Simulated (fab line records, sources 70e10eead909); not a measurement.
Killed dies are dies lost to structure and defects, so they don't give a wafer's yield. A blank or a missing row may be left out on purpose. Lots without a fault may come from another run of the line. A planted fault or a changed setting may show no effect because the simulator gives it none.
Chamber matching | flow nand_harc | NHARC_THIN_TSV_ETCH_44 on rie_diel-13: 4 sister chambers
The step etches the open film in CF4/O2, target depth 1594.2 nm, time 797.1 s. 8 wafers are shown with their chamber, then 8 later ones without.

WAFERS WITH THEIR CHAMBER
wafer  | chamber | drypump_motor_current_A (A) | rf_vpp_V (V)
L213.4 | 3       | 5.7                         | 791
L217.1 | 1       | 5.0                         | 791
L219.1 | 3       | 5.7                         | 793
L219.4 | 0       | 6.3                         | 792
L223.3 | 2       | 5.4                         | 797
L223.5 | 1       | 5.1                         | 791
L223.6 | 0       | 6.3                         | 791
L222.1 | 2       | 5.4                         | 796

WAFERS WITHOUT THEIR CHAMBER
wafer  | drypump_motor_current_A (A) | rf_vpp_V (V)
L222.3 | 6.3                         | 791
L222.5 | 5.1                         | 790
L229.1 | 5.0                         | 790
L229.3 | 5.4                         | 797
L229.6 | 5.4                         | 797
L232.2 | 5.1                         | 792
L232.3 | 5.4                         | 796
L232.4 | 5.8                         | 791

WHICH CHAMBER EACH WENT THROUGH
wafer  | from the rows above | in truth
L222.3 | 0                   | 0
L222.5 | 1                   | 1
L229.1 | 1                   | 1
L229.3 | 2                   | 2
L229.6 | 2                   | 2
L232.2 | 1                   | 1
L232.3 | 2                   | 2
L232.4 | 3                   | 3
Placed correctly: 8 of 8. Can't be placed from these rows: 0. Placed wrongly: 0.
How it was worked out, from the rows above alone: a wafer's distance from a chamber is the root of the sum, over the readings, of the square of ((its reading less the chamber's mean) divided by the reading's scatter). The wafer belongs to the nearest chamber; if the next one is less than 2 further off, it can't be placed. A chamber's mean is the mean of its shown wafers. The scatter: the root of (the sum of the squares of (reading less its chamber's mean) over the shown wafers, divided by (wafers less chambers)).
